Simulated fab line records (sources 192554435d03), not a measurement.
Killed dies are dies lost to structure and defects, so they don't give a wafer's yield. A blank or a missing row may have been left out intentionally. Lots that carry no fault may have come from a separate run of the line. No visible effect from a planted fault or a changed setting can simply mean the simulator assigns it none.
fab line records | flow n5-finfet
record: lots: 24 wafers: 72 last-day: 20
route steps=1938 shown BEOL_M8@1394 BEOL_M9@1403
lots untouched by any fault: they come from a run of this same line in which no faults occurred
start-h: the number of hours between the record's first day and the start of the first shown wafer of the lot | wait-h: hours since the lot's step before | " the same as in the row above | L1.1+2: a single row standing in for several wafers | - no value, or no start given | * or withheld: withheld | < > ~ a bound
route shown NAME@n: a module of which the file shows steps, and the number in the route of the first | usual: the fault-free wafers' mean and standard deviation | same: alike in all rows | chamber/n: place in a boat | sites: per-site readings | _std_site: their standard deviation | _edge_site: mean of outer sites minus mean of inner sites | radius-mm: how far each site lies from the wafer's centre | mask NAME#n: copy n | behind: the most recent tool/chamber to have shaped the wafer | hold: reason for holding the lot/hours on hold/outcome of the hold | device: the transistor (n, p or np) that didn't switch | end of line: tests of these same wafers at the route's end | where a step has no rows: the recipe by itself | killed: the dies lost at the first sort to structure and to defects; this is not the yield of the wafer | map: shows each die of a wafer: x if killed, . if not, _ if none is there
set.NAME: the run value of the setting; set.NAME@STEP: its run value at that earlier step | model.NAME: the simulator's own value behind a step, which no gauge read
route steps across a sampled set of lots; one table per step, one row per wafer
services: when a tool's chamber went out of use (start-h, in hours from the record's first day, below 0 if earlier), for how many hours, and the reason
== steps ==
step: N5_BEOL_M8_ANNEAL_51
recipe: temp-c: 225 time-s: 90 ambient: N2
usual: wafer_temp_C_max: 225.9/0.34
columns lot.wafer tool chamber start-h wait-h wafer_temp_C_max
L075.1 rtp-anneal-02 0 231.18 0.1 226.1
L075.5 " 0 " " 226.4
L075.6 " 0 " " 226.4
L074.2 rtp-anneal-01 0 238.50 1.2 226.1
L074.3 " 0 " " 225.8
L074.5 " 0 " " 225.8
L077.4 rtp-anneal-01 0 260.45 0.2 225.5
L077.5 " 0 " " 225.5
L077.6 " 0 " " 225.6
L078.1 rtp-anneal-01 0 262.63 0.5 226.0
L078.2 " 0 " " 226.0
L078.6 " 0 " " 225.5
L076.2 rtp-anneal-01 0 262.95 0.5 225.7
L076.3 " 0 " " 226.0
L076.5 " 0 " " 225.5
L079.3 rtp-anneal-01 0 263.53 0.4 225.9
L079.5 " 0 " " 225.9
L079.6 " 0 " " 225.9
L081.2 rtp-anneal-02 0 270.51 0.2 226.4
L081.5 " 0 " " 225.9
L081.6 " 0 " " 226.2
L082.2 rtp-anneal-02 0 270.78 0.2 226.4
L082.4 " 0 " " 226.3
L082.5 " 0 " " 226.7
L080.3 rtp-anneal-01 0 278.84 0.3 225.8
L080.4 " 0 " " 225.5
L080.6 " 0 " " 225.8
L083.2 rtp-anneal-02 0 298.52 0.5 225.8
L083.5 " 0 " " 225.9
L083.6 " 0 " " 226.2
L084.1 rtp-anneal-01 0 302.75 0.1 225.6
L084.3 " 0 " " 225.5
L084.4 " 0 " " 225.8
L085.1 rtp-anneal-01 0 321.23 0.5 225.3
L085.2 " 0 " " 225.5
L085.5 " 0 " " 225.7
L086.2 rtp-anneal-01 0 324.11 0.1 225.7
L086.4 " 0 " " 225.5
L086.6 " 0 " " 225.6
L087.2 rtp-anneal-02 0 325.59 0.1 225.8
L087.5 " 0 " " 225.8
L087.6 " 0 " " 225.7
L088.1 rtp-anneal-02 0 347.64 0.9 226.0
L088.2 " 0 " " 226.0
L088.4 " 0 " " 226.7
L089.1 rtp-anneal-02 0 355.90 2.6 226.4
L089.2 " 0 " " 226.1
L089.6 " 0 " " 226.1
L090.2 rtp-anneal-02 0 372.62 0.8 226.2
L090.4 " 0 " " 226.0
L090.6 " 0 " " 226.3
L094.2 rtp-anneal-02 0 376.79 2.0 225.8
L094.3 " 0 " " 225.7
L094.5 " 0 " " 226.4
L092.3 rtp-anneal-01 0 382.70 0.7 225.8
L092.4 " 0 " " 225.7
L092.5 " 0 " " 225.9
L093.1 rtp-anneal-01 0 383.96 0.6 225.6
L093.2 " 0 " " 225.8
L093.5 " 0 " " 225.7
L091.2 rtp-anneal-02 0 384.21 0.5 226.6
L091.4 " 0 " " 226.5
L091.6 " 0 " " 226.0
L095.1 rtp-anneal-02 0 389.53 0.2 226.2
L095.4 " 0 " " 226.5
L095.5 " 0 " " 226.6
L097.1 rtp-anneal-02 0 396.86 0.5 226.4
L097.4 " 0 " " 225.7
L097.6 " 0 " " 226.2
L096.1 rtp-anneal-01 0 408.30 0.1 225.6
L096.4 " 0 " " 225.6
L096.6 " 0 " " 225.7
step: N5_BEOL_M9_THK_MEAS_01
recipe: reads: SiCOH_lowk_of_BEOL_M9_ILD_DEP_00
usual: M9_ILD_THK: 268/3.1
columns lot.wafer tool chamber start-h wait-h M9_ILD_THK[nm]
L075.1 film-metro-01 - 233.04 0.8 270
L075.5 " - " " 273
L075.6 " - " " 267
L074.2 film-metro-01 - 240.45 0.4 264
L074.3 " - " " 269
L074.5 " - " " 273
L077.4 film-metro-01 - 262.10 0.2 267
L077.5 " - " " 266
L077.6 " - " " 267
L078.1 film-metro-02 - 264.02 0.4 269
L078.2 " - " " 269
L078.6 " - " " 271
L076.2 film-metro-01 - 264.29 0.4 270
L076.3 " - " " 267
L076.5 " - " " 275
L079.3 film-metro-01 - 264.93 0.3 271
L079.5 " - " " 277
L079.6 " - " " 271
L081.2 film-metro-02 - 271.85 0.4 268
L081.5 " - " " 271
L081.6 " - " " 270
L082.2 film-metro-01 - 272.20 0.4 269
L082.4 " - " " 273
L082.5 " - " " 271
L080.3 film-metro-02 - 280.79 0.5 264
L080.4 " - " " 268
L080.6 " - " " 268
L083.2 film-metro-02 - 299.87 0.4 264
L083.5 " - " " 268
L083.6 " - " " 269
L084.1 film-metro-02 - 304.65 0.8 263
L084.3 " - " " 263
L084.4 " - " " 268
L085.1 film-metro-01 - 323.10 0.8 263
L085.2 " - " " 263
L085.5 " - " " 270
L086.2 film-metro-02 - 325.44 0.4 267
L086.4 " - " " 272
L086.6 " - " " 270
L087.2 film-metro-01 - 326.92 0.4 263
L087.5 " - " " 267
L087.6 " - " " 269
L088.1 film-metro-02 - 349.48 0.4 268
L088.2 " - " " 266
L088.4 " - " " 271
L089.1 film-metro-01 - 357.31 0.4 265
L089.2 " - " " 266
L089.6 " - " " 270
L090.2 film-metro-01 - 374.44 0.4 261
L090.4 " - " " 266
L090.6 " - " " 266
L094.2 film-metro-02 - 378.14 0.4 271
L094.3 " - " " 263
L094.5 " - " " 271
L092.3 film-metro-01 - 384.42 0.3 271
L092.4 " - " " 272
L092.5 " - " " 273
L093.1 film-metro-01 - 385.70 0.4 260
L093.2 " - " " 264
L093.5 " - " " 268
L091.2 film-metro-02 - 385.86 0.4 265
L091.4 " - " " 269
L091.6 " - " " 270
L095.1 film-metro-02 - 390.97 0.4 264
L095.4 " - " " 267
L095.5 " - " " 267
L097.1 film-metro-01 - 398.27 0.4 267
L097.4 " - " " 269
L097.6 " - " " 272
L096.1 film-metro-01 - 409.73 0.4 267
L096.4 " - " " 272
L096.6 " - " " 268
step: N5_BEOL_M9_INSPECT_13
recipe: mode: adi inspect-instrument: brightfield
usual: raw-defect-count: 380/110
columns lot.wafer tool chamber start-h wait-h raw-defect-count
L075.1 defect-inspect-02 - 235.77 0.0 503
L075.5 " - " " 655
L075.6 " - " " 735
L074.2 defect-inspect-01 - 242.36 0.0 307
L074.3 " - " " 308
L074.5 " - " " 411
L077.4 defect-inspect-01 - 263.18 0.0 303
L077.5 " - " " 360
L077.6 " - " " 267
L078.1 defect-inspect-01 - 266.18 0.0 299
L078.2 " - " " 283
L078.6 " - " " 348
L076.2 defect-inspect-01 - 266.48 0.0 479
L076.3 " - " " 634
L076.5 " - " " 497
L079.3 defect-inspect-02 - 266.93 0.0 428
L079.5 " - " " 411
L079.6 " - " " 409
L081.2 defect-inspect-02 - 273.96 0.0 481
L081.5 " - " " 624
L081.6 " - " " 386
L082.2 defect-inspect-02 - 274.15 0.0 371
L082.4 " - " " 417
L082.5 " - " " 421
L080.3 defect-inspect-01 - 283.23 0.0 268
L080.4 " - " " 303
L080.6 " - " " 294
L083.2 defect-inspect-02 - 302.82 0.0 411
L083.5 " - " " 323
L083.6 " - " " 431
L084.1 defect-inspect-01 - 307.06 0.0 334
L084.3 " - " " 256
L084.4 " - " " 345
L085.1 defect-inspect-02 - 324.91 0.0 295
L085.2 " - " " 407
L085.5 " - " " 347
L086.2 defect-inspect-02 - 326.65 0.0 363
L086.4 " - " " 424
L086.6 " - " " 503
L087.2 defect-inspect-01 - 328.59 0.0 291
L087.5 " - " " 313
L087.6 " - " " 291
L088.1 defect-inspect-01 - 351.79 0.0 321
L088.2 " - " " 384
L088.4 " - " " 390
L089.1 defect-inspect-01 - 358.53 0.0 362
L089.2 " - " " 273
L089.6 " - " " 382
L090.2 defect-inspect-01 - 376.21 0.0 330
L090.4 " - " " 493
L090.6 " - " " 364
L094.2 defect-inspect-01 - 379.41 0.0 247
L094.3 " - " " 357
L094.5 " - " " 234
L092.3 defect-inspect-01 - 387.95 0.0 290
L092.4 " - " " 265
L092.5 " - " " 294
L093.1 defect-inspect-02 - 388.27 0.0 553
L093.2 " - " " 387
L093.5 " - " " 615
L091.2 defect-inspect-02 - 388.43 0.0 357
L091.4 " - " " 455
L091.6 " - " " 346
L095.1 defect-inspect-02 - 392.11 0.0 467
L095.4 " - " " 335
L095.5 " - " " 387
L097.1 defect-inspect-01 - 399.24 0.0 323
L097.4 " - " " 214
L097.6 " - " " 274
L096.1 defect-inspect-01 - 411.24 0.0 302
L096.4 " - " " 262
L096.6 " - " " 275
step: N5_BEOL_M9_ETCH_66
recipe: chemistry: N2/H2 target: SOC target-depth-a: 800 overetch-a: 160 mask-material: SiARC temp-c: 40 time-s: 120 ion-energy-ev: 200 pressure-mtorr: 30 source-w: 840 bias-w: 150 n2-flow-sccm: 200 h2-flow-sccm: 200
usual: drypump-motor-current-A: 5.5/0.47 oes-product-au: 0.61/0.07 rf-vpp-V: 525.9/1.8 showerhead-plenum-p-Torr: 2.62/0.062 throttle-valve-pct: 17.83/0.25
columns lot.wafer tool chamber start-h wait-h drypump-motor-current-A oes-product-au rf-hours-counter-h rf-vpp-V showerhead-plenum-p-Torr throttle-valve-pct
L075.1 rie-diel-04 3 240.56 0.0 5.7 0.57 157 524.9 2.53 17.71
L075.5 " 2 " " 5.5 0.55 - 522.4 2.51 17.95
L075.6 " 0 " " 6.1 0.74 - 526.0 2.61 17.78
L074.2 rie-diel-02 3 244.44 0.0 5.5 0.62 95 526.2 2.68 17.57
L074.3 " 0 " " 5.1 0.52 216 525.7 2.63 18.00
L074.5 " 2 " " 4.8 0.63 - 526.5 2.68 18.34
L077.4 rie-diel-02 1 266.76 0.0 5.1 0.57 175 527.1 2.64 17.67
L077.5 " 2 " " 4.9 0.63 - 528.5 2.68 18.35
L077.6 " 1 " " 5.1 0.57 - 526.6 2.64 17.67
L076.2 rie-diel-02 1 268.23 0.0 5.0 0.56 175 526.3 2.64 17.67
L076.3 " 0 " " 5.1 0.52 222 526.5 2.63 18.02
L076.5 " 0 " " 5.1 0.52 - 527.2 2.63 18.02
L078.1 rie-diel-04 0 268.31 0.0 6.1 0.71 18 524.2 2.60 17.79
L078.2 " 1 " " 6.1 0.74 1 529.9 2.72 17.49
L078.6 " 0 " " 6.1 0.71 - 525.8 2.60 17.79
L079.3 rie-diel-02 1 268.65 0.0 5.0 0.56 176 527.4 2.64 17.68
L079.5 " 1 " " 5.0 0.56 - 526.7 2.64 17.69
L079.6 " 0 " " 5.1 0.52 - 525.6 2.62 18.01
L082.2 rie-diel-04 3 277.00 0.0 5.7 0.57 170 524.4 2.53 17.72
L082.4 " 2 " " 5.5 0.54 225 523.3 2.51 17.95
L082.5 " 2 " " 5.5 0.54 - 522.9 2.51 17.97
L081.2 rie-diel-01 2 277.14 0.0 5.0 0.56 181 524.4 2.53 17.96
L081.5 " 1 " " 5.8 0.74 - 524.5 2.61 17.80
L081.6 " 0 " " 5.5 0.56 - 527.8 2.64 17.67
L080.3 rie-diel-02 2 286.17 0.0 4.8 0.61 104 528.7 2.67 18.35
L080.4 " 1 " " 5.0 0.56 181 525.0 2.64 17.67
L080.6 " 3 " " 5.5 0.60 - 528.4 2.67 17.58
L083.2 rie-diel-04 2 306.13 0.0 5.5 0.54 233 522.5 2.50 17.99
L083.5 " 0 " " 6.1 0.70 - 524.5 2.60 17.82
L083.6 " 1 " " 6.1 0.71 - 529.1 2.71 17.50
L084.1 rie-diel-04 1 310.54 0.0 6.1 0.71 14 528.9 2.71 17.51
L084.3 " 0 " " 6.1 0.69 30 526.0 2.60 17.81
L084.4 " 2 " " 5.5 0.53 234 524.0 2.50 17.99
L085.1 rie-diel-01 0 327.36 0.0 5.5 0.56 189 526.7 2.63 17.72
L085.2 " 1 " " 5.8 0.70 17 525.4 2.60 17.86
L085.5 " 3 " " 4.6 0.55 - 526.5 2.63 17.72
L086.2 rie-diel-04 2 327.77 0.0 5.5 0.53 241 522.9 2.50 17.99
L086.4 " 3 " " 5.6 0.56 186 523.3 2.52 17.77
L086.6 " 0 " " 6.1 0.69 - 524.3 2.59 17.81
L087.2 rie-diel-01 0 329.71 0.0 5.5 0.55 190 526.8 2.63 17.71
L087.5 " 0 " " 5.5 0.55 - 525.9 2.63 17.71
L087.6 " 1 " " 5.7 0.69 - 526.1 2.60 17.85
L088.1 rie-diel-02 2 352.91 0.0 4.9 0.61 116 527.9 2.67 18.39
L088.2 " 0 " " 5.0 0.51 248 524.7 2.61 18.07
L088.4 " 2 " " 4.8 0.60 - 527.0 2.67 18.38
L089.1 rie-diel-01 2 362.20 0.0 5.0 0.56 206 522.9 2.52 18.00
L089.2 " 1 " " 5.8 0.69 28 525.0 2.60 17.87
L089.6 " 2 " " 4.9 0.55 - 524.8 2.52 18.00
L090.2 rie-diel-04 3 379.72 0.0 5.7 0.55 199 522.7 2.52 17.78
L090.4 " 1 " " 6.1 0.67 - 527.8 2.70 17.55
L090.6 " 0 " " 6.1 0.68 - 524.7 2.59 17.84
L094.2 rie-diel-02 2 380.90 0.0 4.8 0.60 126 527.7 2.66 18.39
L094.3 " 3 " " 5.5 0.59 134 526.7 2.66 17.63
L094.5 " 3 " " 5.5 0.58 - 526.7 2.66 17.62
L092.3 rie-diel-02 0 391.54 0.0 5.0 0.73 3 524.8 2.61 17.63
L092.4 " 3 " " 5.5 0.58 138 527.7 2.66 17.61
L092.5 " 1 " " 5.1 0.54 - 526.1 2.63 17.74
L093.1 rie-diel-04 0 391.60 0.0 6.1 0.66 55 525.7 2.59 17.85
L093.2 " 2 " " 5.5 0.76 0 524.5 2.50 17.60
L093.5 " 3 " " 5.7 0.56 - 522.4 2.51 17.79
L091.2 rie-diel-02 0 394.20 0.0 5.1 0.72 3 526.2 2.61 17.62
L091.4 " 2 " " 4.8 0.60 130 525.9 2.66 18.41
L091.6 " 1 " " 5.0 0.54 - 527.3 2.62 17.74
L095.1 rie-diel-04 2 394.46 0.0 5.5 0.74 1 521.9 2.50 17.59
L095.4 " 3 " " 5.7 0.55 204 522.7 2.51 17.77
L095.5 " 3 " " 5.6 0.55 - 522.8 2.51 17.80
L097.1 rie-diel-02 0 401.51 0.0 5.1 0.72 6 526.1 2.61 17.62
L097.4 " 3 " " 5.5 0.58 141 527.3 2.66 17.63
L097.6 " 3 " " 5.5 0.58 - 527.2 2.66 17.64
L096.1 rie-diel-04 3 413.34 0.0 5.6 0.54 210 524.1 2.51 17.80
L096.4 " 2 " " 5.5 0.72 6 522.0 2.49 17.61
L096.6 " 0 " " 6.1 0.66 - 524.5 2.58 17.87
step: N5_BEOL_M9_STRIP_80
recipe: chemistry: N2/H2 time-s: 10 power-w: 450 temp-c: 40 pressure-mtorr: 20 rf-frequency-hz: 6e+07 bias-power-w: 7 n2-flow-sccm: 200 h2-flow-sccm: 200
usual: drypump-motor-current-A: 5.5/0.46 oes-product-au: 0.80/0.097 rf-vpp-V: 59.5/0.78 showerhead-plenum-p-Torr: 2.61/0.062 throttle-valve-pct: 23.7/0.32
columns lot.wafer tool chamber start-h wait-h drypump-motor-current-A oes-product-au rf-hours-counter-h rf-vpp-V showerhead-plenum-p-Torr throttle-valve-pct
L075.1 rie-diel-04 3 - - 5.7 0.75 158 60.3 2.53 23.5
L075.5 " 2 " " 5.5 0.71 - 59.0 2.51 23.7
L075.6 " 0 " " 6.1 0.98 - 59.5 2.60 23.7
L074.2 rie-diel-02 3 - - 5.5 0.80 95 58.5 2.67 23.3
L074.3 " 0 " " 5.1 0.68 216 59.1 2.62 23.8
L074.5 " 2 " " 4.9 0.82 - 60.5 2.67 24.4
L077.4 rie-diel-02 1 - - 5.1 0.74 175 59.9 2.64 23.5
L077.5 " 2 " " 4.8 0.81 - 59.1 2.67 24.4
L077.6 " 1 " " 5.0 0.75 - 60.1 2.64 23.5
L076.2 rie-diel-02 1 - - 5.0 0.74 176 59.4 2.64 23.5
L076.3 " 0 " " 5.0 0.67 223 58.5 2.62 23.8
L076.5 " 0 " " 5.0 0.67 - 59.5 2.62 23.8
L078.1 rie-diel-04 0 - - 6.1 0.95 18 58.8 2.60 23.7
L078.2 " 1 " " 6.1 0.99 1 60.1 2.71 23.3
L078.6 " 0 " " 6.1 0.93 - 58.2 2.60 23.7
L079.3 rie-diel-02 1 - - 5.1 0.74 176 60.5 2.64 23.5
L079.5 " 1 " " 5.0 0.74 - 59.9 2.64 23.5
L079.6 " 0 " " 5.1 0.67 - 58.7 2.62 23.8
L082.2 rie-diel-04 3 - - 5.6 0.73 170 59.6 2.52 23.5
L082.4 " 2 " " 5.5 0.69 225 59.5 2.50 23.8
L082.5 " 2 " " 5.5 0.69 - 59.6 2.50 23.8
L081.2 rie-diel-01 2 - - 5.0 0.74 181 58.0 2.52 23.7
L081.5 " 1 " " 5.8 0.98 - 60.2 2.60 23.9
L081.6 " 0 " " 5.5 0.74 - 59.6 2.64 23.5
L080.3 rie-diel-02 2 - - 4.8 0.81 104 59.2 2.67 24.4
L080.4 " 1 " " 5.1 0.74 181 58.9 2.64 23.5
L080.6 " 3 " " 5.5 0.78 - 58.5 2.67 23.3
L083.2 rie-diel-04 2 - - 5.5 0.69 233 59.3 2.50 23.8
L083.5 " 0 " " 6.1 0.92 - 60.2 2.59 23.7
L083.6 " 1 " " 6.1 0.94 - 61.3 2.71 23.3
L084.1 rie-diel-04 1 - - 6.1 0.93 14 59.3 2.71 23.3
L084.3 " 0 " " 6.1 0.91 30 58.8 2.59 23.7
L084.4 " 2 " " 5.5 0.69 234 59.6 2.50 23.8
L085.1 rie-diel-01 0 - - 5.5 0.72 189 58.8 2.63 23.6
L085.2 " 1 " " 5.8 0.91 17 59.7 2.60 23.9
L085.5 " 3 " " 4.7 0.70 - 60.1 2.62 23.4
L086.2 rie-diel-04 2 - - 5.5 0.69 241 58.5 2.50 23.8
L086.4 " 3 " " 5.6 0.72 186 59.8 2.52 23.6
L086.6 " 0 " " 6.1 0.90 - 60.4 2.59 23.7
L087.2 rie-diel-01 0 - - 5.5 0.71 190 59.3 2.63 23.6
L087.5 " 0 " " 5.5 0.72 - 58.2 2.63 23.6
L087.6 " 1 " " 5.7 0.92 - 59.9 2.60 23.9
L088.1 rie-diel-02 2 - - 4.8 0.78 116 59.1 2.66 24.4
L088.2 " 0 " " 5.1 0.65 248 59.4 2.61 23.8
L088.4 " 2 " " 4.8 0.78 - 58.2 2.66 24.4
L089.1 rie-diel-01 2 - - 5.0 0.71 207 60.9 2.51 23.8
L089.2 " 1 " " 5.8 0.90 29 58.7 2.59 23.9
L089.6 " 2 " " 5.0 0.71 - 59.8 2.51 23.8
L090.2 rie-diel-04 3 - - 5.7 0.71 199 59.9 2.51 23.6
L090.4 " 1 " " 6.1 0.90 - 59.0 2.70 23.3
L090.6 " 0 " " 6.1 0.89 - 60.4 2.58 23.7
L094.2 rie-diel-02 2 - - 4.8 0.78 126 58.8 2.66 24.4
L094.3 " 3 " " 5.5 0.77 135 60.0 2.66 23.4
L094.5 " 3 " " 5.5 0.76 - 60.1 2.66 23.4
L092.3 rie-diel-02 0 - - 5.1 0.95 3 59.5 2.61 23.4
L092.4 " 3 " " 5.5 0.75 138 59.9 2.66 23.3
L092.5 " 1 " " 5.1 0.71 - 58.2 2.62 23.5
L093.1 rie-diel-04 0 - - 6.1 0.88 55 60.1 2.58 23.8
L093.2 " 2 " " 5.5 0.98 0 60.1 2.49 23.5
L093.5 " 3 " " 5.7 0.71 - 59.8 2.51 23.6
L091.2 rie-diel-02 0 - - 5.1 0.96 4 60.5 2.61 23.5
L091.4 " 2 " " 4.8 0.77 130 61.0 2.66 24.4
L091.6 " 1 " " 5.0 0.71 - 59.5 2.62 23.5
L095.1 rie-diel-04 2 - - 5.5 0.98 1 59.6 2.49 23.5
L095.4 " 3 " " 5.7 0.71 205 58.1 2.51 23.6
L095.5 " 3 " " 5.7 0.71 - 60.1 2.51 23.6
L097.1 rie-diel-02 0 - - 5.1 0.94 6 59.2 2.61 23.4
L097.4 " 3 " " 5.5 0.75 141 59.6 2.65 23.4
L097.6 " 3 " " 5.5 0.75 - 60.0 2.65 23.4
L096.1 rie-diel-04 3 - - 5.7 0.71 210 59.1 2.51 23.6
L096.4 " 2 " " 5.5 0.94 6 59.3 2.49 23.5
L096.6 " 0 " " 6.1 0.87 - 59.4 2.58 23.8
step: N5_BEOL_M9_CD_MEAS_35
recipe: target-cd-nm: 70 target-cd-y-nm: 40 polarity: opening
usual: cd-nm: 70.1/0.5
columns lot.wafer tool chamber start-h wait-h cd-nm
L075.1 cd-sem-02 - 241.09 0.0 70.5
L075.5 " - " " 70.0
L075.6 " - " " 70.1
L074.2 cd-sem-02 - 244.97 0.0 69.3
L074.3 " - " " 69.5
L074.5 " - " " 70.2
L077.4 cd-sem-01 - 267.29 0.0 69.3
L077.5 " - " " 70.0
L077.6 " - " " 69.3
L076.2 cd-sem-03 - 268.76 0.0 70.1
L076.3 " - " " 70.4
L076.5 " - " " 70.2
L078.1 cd-sem-03 - 268.84 0.0 70.5
L078.2 " - " " 69.9
L078.6 " - " " 70.0
L079.3 cd-sem-01 - 269.19 0.0 69.5
L079.5 " - " " 70.2
L079.6 " - " " 70.5
L082.2 cd-sem-01 - 277.54 0.0 70.4
L082.4 " - " " 69.6
L082.5 " - " " 70.4
L081.2 cd-sem-02 - 277.67 0.0 70.0
L081.5 " - " " 70.0
L081.6 " - " " 70.0
L080.3 cd-sem-02 - 286.71 0.0 70.2
L080.4 " - " " 70.8
L080.6 " - " " 70.5
L083.2 cd-sem-01 - 306.66 0.0 69.6
L083.5 " - " " 69.0
L083.6 " - " " 70.2
L084.1 cd-sem-01 - 311.08 0.0 69.8
L084.3 " - " " 69.9
L084.4 " - " " 70.2
L085.1 cd-sem-02 - 327.89 0.0 69.6
L085.2 " - " " 70.3
L085.5 " - " " 71.0
L086.2 cd-sem-01 - 328.30 0.0 69.4
L086.4 " - " " 70.3
L086.6 " - " " 69.1
L087.2 cd-sem-01 - 330.31 0.0 71.7
L087.5 " - " " 70.6
L087.6 " - " " 71.0
L088.1 cd-sem-03 - 353.45 0.0 69.6
L088.2 " - " " 70.3
L088.4 " - " " 69.9
L089.1 cd-sem-02 - 362.73 0.0 69.9
L089.2 " - " " 70.4
L089.6 " - " " 70.2
L090.2 cd-sem-01 - 380.25 0.0 70.7
L090.4 " - " " 69.8
L090.6 " - " " 70.2
L094.2 cd-sem-03 - 381.43 0.0 71.4
L094.3 " - " " 70.5
L094.5 " - " " 70.6
L092.3 cd-sem-02 - 392.07 0.0 70.0
L092.4 " - " " 69.8
L092.5 " - " " 69.6
L093.1 cd-sem-02 - 392.16 0.0 70.6
L093.2 " - " " 70.6
L093.5 " - " " 70.3
L091.2 cd-sem-02 - 394.73 0.0 70.2
L091.4 " - " " 69.4
L091.6 " - " " 70.2
L095.1 cd-sem-03 - 395.01 0.0 69.3
L095.4 " - " " 69.9
L095.5 " - " " 69.8
L097.1 cd-sem-02 - 402.13 0.0 68.9
L097.4 " - " " 69.6
L097.6 " - " " 69.8
L096.1 cd-sem-03 - 413.87 0.0 70.5
L096.4 " - " " 69.9
L096.6 " - " " 70.2
== services ==
columns tool chamber start-h hours kind
rie-diel-02 3 210.60 4.7 repair
rie-diel-04 1 237.23 - clean
rie-diel-04 1 237.23 - consumable-replace:focus-ring
rie-diel-04 1 237.23 - consumable-replace:showerhead
rie-diel-04 1 237.23 24.6 scheduled-down
rie-diel-04 1 237.23 24.6 vent-cycle
rie-diel-02 - 249.18 0.2 repair
rtp-anneal-01 - 258.67 1.0 pm
rie-diel-01 1 291.76 3.0 repair
rie-diel-02 2 294.86 20.4 repair
rie-diel-01 3 342.61 28.4 repair
rie-diel-01 - 343.93 0.2 repair
rie-diel-02 3 351.99 7.2 repair
rie-diel-02 0 359.19 - clean
rie-diel-02 0 359.19 - consumable-replace:focus-ring
rie-diel-02 0 359.19 22.7 scheduled-down
rie-diel-02 0 359.19 22.7 vent-cycle
rie-diel-04 2 369.75 - clean
rie-diel-04 2 369.75 - consumable-replace:focus-ring
rie-diel-04 2 369.75 20.7 scheduled-down
rie-diel-04 2 369.75 20.7 vent-cycle
rie-diel-04 2 404.85 1.6 repair
rie-diel-02 2 407.57 1.4 repair
rtp-anneal-01 - 409.94 3.4 pm
== key ==
fault none
